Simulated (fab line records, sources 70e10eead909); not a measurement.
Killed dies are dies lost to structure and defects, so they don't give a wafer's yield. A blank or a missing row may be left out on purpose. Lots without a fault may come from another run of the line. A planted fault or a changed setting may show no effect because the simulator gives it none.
fab line records | flow nand_harc
record lots=14 wafers=42 last_day=33
route steps=1302 shown A_BONDPAD@1228 HYBRID_BOND@1243 THIN_TSV@1272 END@1302
lots that met no fault: from a run of the same line without faults
start_h: hours from the record's first day to the start of the lot's first wafer shown | wait_h: hours since the lot's step before | " the same as in the row above | L1.1+2: a row that stands for several wafers | - no value, or no start given | * or withheld: withheld | < > ~ a bound
route shown NAME@n: a module of which the file shows steps, and the number in the route of the first | usual: mean/standard deviation of fault-free wafers | same: alike in all rows | chamber/n: place in a boat | sites: the reading at each site | _std_site: their standard deviation | _edge_site: outer sites' mean less inner sites' | radius_mm: how far each site lies from the wafer's centre | mask NAME#n: copy n | behind: the tool/chamber that last shaped the wafer | hold: why the lot was held/for how many hours/how that ended | device: the transistor (n, p or np) that didn't switch | end of line: the same wafers' tests at the end of the route | a step without rows: its recipe alone | killed: dies lost to structure and defects at the first sort, not the wafer's yield | map: a wafer's dies, x killed, . not, _ none there
set.NAME: the setting as run; set.NAME@STEP: as run at that earlier step | model.NAME: the simulator's own value behind a step, which no gauge read
steps of the route over a sample of lots; a table a step, a row a wafer
services: from which hour (start_h, from the record's first day; less than 0 if before it) a tool's chamber was out of use, for how many hours, and why
## steps
# step NHARC_A_BONDPAD_PVD_27
# recipe target_thk_a=300 chamber_pressure_pa=5 power_w=5000 substrate_temp_c=30 time_s=20.49 material=Cu
# usual throttle_valve_pct=30.1/0.77
# columns lot.wafer tool chamber start_h wait_h throttle_valve_pct
L496.2 pvd_sputter-03 - - - 29.9
L496.3 " - " " 31.2
L496.6 " - " " 30.1
L497.4 pvd_sputter-02 - - - 30.4
L497.5 " - " " 31.2
L497.6 " - " " 30.1
L499.2 pvd_sputter-02 - - - 30.3
L499.4 " - " " 30.2
L499.5 " - " " 28.1
L500.3 pvd_sputter-01 - - - 30.3
L500.1 " - " " 29.8
L500.6 " - " " 30.9
L501.1 pvd_sputter-03 - - - 29.8
L501.4 " - " " 30.3
L501.5 " - " " 30.2
L502.2 pvd_sputter-03 - - - 29.5
L502.4 " - " " 30.0
L502.1 " - " " 30.3
L503.4 pvd_sputter-01 - - - 30.7
L503.2 " - " " 30.6
L503.3 " - " " 29.9
L504.1 pvd_sputter-02 - - - 30.3
L504.3 " - " " 30.1
L504.5 " - " " 30.2
L505.3 pvd_sputter-03 - - - 30.6
L505.6 " - " " 30.2
L505.5 " - " " 30.4
L506.3 pvd_sputter-01 - - - 30.1
L506.2 " - " " 30.3
L506.6 " - " " 30.6
L508.3 pvd_sputter-01 - - - 30.5
L508.6 " - " " 29.8
L508.5 " - " " 30.1
L517.4 pvd_sputter-01 - - - 30.4
L517.3 " - " " 30.6
L517.1 " - " " 29.9
L518.2 pvd_sputter-02 - - - 29.9
L518.4 " - " " 28.3
L518.6 " - " " 29.8
L519.1 pvd_sputter-02 - - - 29.9
L519.3 " - " " 28.2
L519.4 " - " " 30.7
# step NHARC_HYBRID_BOND_INSPECT_06
# recipe inspect_instrument=ir_void
# usual raw_defect_count=93/35
# columns lot.wafer tool chamber start_h wait_h raw_defect_count
L496.2 defect_inspect-01 - 555.20 0.1 99
L496.3 " - " " 95
L496.6 " - " " 95
L497.4 defect_inspect-01 - 559.11 0.1 114
L497.5 " - " " 130
L497.6 " - " " 122
L499.2 defect_inspect-01 - 573.62 0.1 82
L499.4 " - " " 77
L499.5 " - " " 76
L501.1 defect_inspect-02 - 593.56 0.0 71
L501.4 " - " " 66
L501.5 " - " " 73
L500.1 defect_inspect-01 - 593.56 0.0 80
L500.3 " - " " 98
L500.6 " - " " 90
L502.1 defect_inspect-01 - 617.38 0.0 78
L502.2 " - " " 82
L502.4 " - " " 67
L503.2 defect_inspect-02 - 617.38 0.1 149
L503.3 " - " " 168
L503.4 " - " " 151
L504.1 defect_inspect-01 - 629.86 0.0 26
L504.3 " - " " 34
L504.5 " - " " 48
L505.3 defect_inspect-02 - 637.64 0.1 96
L505.5 " - " " 84
L505.6 " - " " 87
L506.2 defect_inspect-02 - 648.55 0.1 9
L506.3 " - " " 20
L506.6 " - " " 20
L508.3 defect_inspect-02 - 664.54 0.1 114
L508.5 " - " " 116
L508.6 " - " " 100
L517.1 defect_inspect-01 - 761.53 0.0 80
L517.3 " - " " 102
L517.4 " - " " 88
L519.1 defect_inspect-02 - 768.77 0.0 94
L519.3 " - " " 61
L519.4 " - " " 84
L518.2 defect_inspect-01 - 768.77 0.1 103
L518.4 " - " " 86
L518.6 " - " " 99
# step NHARC_THIN_TSV_PVD_19
# recipe target_thk_a=200 chamber_pressure_pa=5 material=TaN
# usual throttle_valve_pct=30.1/0.85
# columns lot.wafer tool chamber start_h wait_h throttle_valve_pct
L496.3 pvd_sputter-02 - - - 30.3
L496.2 " - " " 28.1
L496.6 " - " " 30.1
L497.4 pvd_sputter-02 - - - 30.3
L497.6 " - " " 30.2
L497.5 " - " " 30.2
L499.2 pvd_sputter-03 - - - 30.3
L499.4 " - " " 29.7
L499.5 " - " " 30.1
L501.4 pvd_sputter-03 - - - 29.6
L501.1 " - " " 30.3
L501.5 " - " " 30.2
L500.1 pvd_sputter-03 - - - 30.3
L500.3 " - " " 30.3
L500.6 " - " " 30.6
L503.2 pvd_sputter-02 - - - 27.7
L503.4 " - " " 30.9
L503.3 " - " " 29.9
L502.2 pvd_sputter-01 - - - 30.7
L502.4 " - " " 30.5
L502.1 " - " " 30.5
L504.3 pvd_sputter-02 - - - 31.0
L504.1 " - " " 30.2
L504.5 " - " " 30.2
L505.3 pvd_sputter-01 - - - 30.6
L505.5 " - " " 30.3
L505.6 " - " " 30.9
L506.3 pvd_sputter-03 - - - 29.9
L506.2 " - " " 29.9
L506.6 " - " " 29.8
L508.3 pvd_sputter-03 - - - 30.6
L508.5 " - " " 31.2
L508.6 " - " " 29.6
L517.3 pvd_sputter-03 - - - 30.6
L517.4 " - " " 31.3
L517.1 " - " " 28.6
L518.4 pvd_sputter-02 - - - 28.0
L518.2 " - " " 29.6
L518.6 " - " " 29.9
L519.3 pvd_sputter-02 - - - 28.2
L519.4 " - " " 30.9
L519.1 " - " " 30.1
# step NHARC_THIN_TSV_ECD_20
# recipe target_thk_a=20000 material=Cu
# columns lot.wafer tool chamber start_h wait_h
L496.2+3+6 ecd_cu-01 1 561.34 -
L497.4+5+6 ecd_cu-01 1,1,0 565.23 -
L499.2+4+5 ecd_cu-02 0,0,1 580.84 -
L501.1+4+5 ecd_cu-01 1,0,1 599.56 -
L500.1+3+6 ecd_cu-01 1 600.77 -
L503.2+4+3 ecd_cu-01 0,1,0 623.45 -
L502.2+1+4 ecd_cu-02 0,1,0 624.47 -
L504.1+3+5 ecd_cu-02 0 635.99 -
L505.3+6+5 ecd_cu-01 1,0,1 643.86 -
L506.2+3+6 ecd_cu-01 0,1,1 655.01 -
L508.3+6+5 ecd_cu-01 0,0,1 670.64 -
L517.1+4+3 ecd_cu-02 0,1,0 767.56 -
L518.2+4+6 ecd_cu-01 1,0,0 774.98 -
L519.1+3+4 ecd_cu-01 1,1,0 776.00 -
# step NHARC_END_SORT_01
# recipe temp_c=25
# usual defect_limited_yield=91.2/2.5 killed_at_array=55/17 killed_at_other=1.1/1.4 killed_at_periphery=3.9/3 killed_dies=59/17 killed_open=3.5/2 killed_short=2.6/1.6
# same gross_dies=677
# columns lot.wafer tool chamber start_h wait_h defect_limited_yield[%] killed_at_array killed_at_other killed_at_periphery killed_dies killed_open killed_short
L506.2 prober-01 0 668.54 2.8 98.2 8 1 3 12 4 0
L506.3 prober-01 0 669.35 3.1 0 17 659 1 677 1 2
L506.6 prober-01 0 671.76 4.0 96.8 18 2 2 22 3 1
L508.3 prober-02 0 683.77 3.1 0 66 608 3 677 2 4
L508.5 prober-02 0 685.37 3.7 89.4 65 1 6 72 6 4
L508.6 prober-02 0 686.18 4.0 88.8 71 2 3 76 5 4
# killed by level:class
L506.2 A_CHANNEL_HOLE_D1:chamber_film_flake=4 P_CONTACT:geometric_particle:open=2 P_M0:geometric_particle:open=1 A_ONON_D1:geometric_particle:open=1 A_STAIRCASE:chamber_film_flake=1 A_SLIT:chamber_film_flake=1 A_M1:chamber_film_flake=1 THIN_TSV:chamber_film_flake=1
L506.3 THIN_TSV:area_ecd=658 A_CHANNEL_HOLE_D1:chamber_film_flake=8 A_CONTACT:chamber_film_flake=2 A_CHANNEL_HOLE_D2:geometric_particle:short=1 A_CHANNEL_FILL_D2:geometric_particle:short=1 A_CHANNEL_FILL_D2:geometric_particle:open=1 P_BONDPAD:chamber_film_flake=1 A_DECK1_JOINT:chamber_film_flake=1
L506.6 A_CHANNEL_HOLE_D1:chamber_film_flake=9 A_WL_FILL:chamber_film_flake=2 THIN_TSV:chamber_film_flake=2 P_GATE:geometric_particle:open=1 A_SOURCE_PLATE:geometric_particle:open=1 A_ONON_D2:geometric_particle:open=1 A_CHANNEL_FILL_D2:geometric_particle:short=1 P_BONDPAD:chamber_film_flake=1
L508.3 THIN_TSV:area_ecd=607 A_SLIT:chamber_film_flake=28 A_CHANNEL_HOLE_D2:chamber_film_flake=17 A_STAIRCASE:chamber_film_flake=5 A_CONTACT:chamber_film_flake=5 A_CHANNEL_HOLE_D1:chamber_film_flake=3 A_WL_FILL:chamber_film_flake=2 P_M0:geometric_particle:open=1
L508.5 A_SLIT:chamber_film_flake=27 A_CHANNEL_HOLE_D2:chamber_film_flake=12 A_CHANNEL_HOLE_D1:chamber_film_flake=8 A_CONTACT:chamber_film_flake=4 A_BONDPAD:chamber_film_flake=4 A_DECK1_JOINT:geometric_particle:open=2 A_ONON_D2:geometric_particle:short=2 P_M1:chamber_film_flake=2
L508.6 A_SLIT:chamber_film_flake=29 A_CHANNEL_HOLE_D2:chamber_film_flake=11 A_CHANNEL_HOLE_D1:chamber_film_flake=7 A_CONTACT:chamber_film_flake=6 A_STAIRCASE:chamber_film_flake=4 A_CHANNEL_FILL_D2:chamber_film_flake=3 A_WL_FILL:chamber_film_flake=3 A_CHANNEL_FILL_D1:geometric_particle:short=2
## services
# columns tool chamber start_h hours kind
pvd_sputter-02 - 522.84 4.2 repair
pvd_sputter-03 - 526.06 10.0 pm
ecd_cu-02 - 545.59 1.1 repair
pvd_sputter-01 - 582.04 10.0 pm
ecd_cu-02 - 596.25 8.0 pm
pvd_sputter-02 - 638.05 10.0 pm
pvd_sputter-03 - 638.34 1.9 repair
pvd_sputter-01 - 653.96 4.7 repair
ecd_cu-01 - 688.09 8.0 pm
ecd_cu-02 - 698.10 1.5 repair
pvd_sputter-03 - 704.06 10.0 pm
pvd_sputter-01 - 723.70 1.7 repair
pvd_sputter-03 - 725.93 1.1 repair
pvd_sputter-02 - 743.53 2.3 repair
pvd_sputter-01 - 760.04 10.0 pm
ecd_cu-02 - 772.25 8.0 pm
## key
first_sign step=NHARC_END_SORT_01 reading=killed_at_other direction=up sigmas=99+ usual=1.1 struck=633.5
effect step=NHARC_END_SORT_01 reading=defect_limited_yield direction=down sigmas=36 usual=91.2 struck=0
more_kills_born_at NHARC_THIN_TSV_ECD_20@ecd_cu-01=1265
met_at NHARC_THIN_TSV_ECD_20
struck_lots L506,L508
struck_wafers L506.3,L508.3
later_rows_left_out L506.3,L508.3
not_acting_at NHARC_A_BONDPAD_PVD_27,NHARC_HYBRID_BOND_INSPECT_06,NHARC_THIN_TSV_PVD_19
fault kind=process_parameter_drift tool=ecd_cu-01 chamber=- onset_h=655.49 steps=NHARC_THIN_TSV_ECD_20 channel=target_thk_a offset=* shape=step end_h=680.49 scope=struck_wafers_only acts_in=* stated=*
# later_rows_left_out: the simulator's readings of these wafers behind a module that went badly wrong aren't trusted and aren't shown, but for the sort
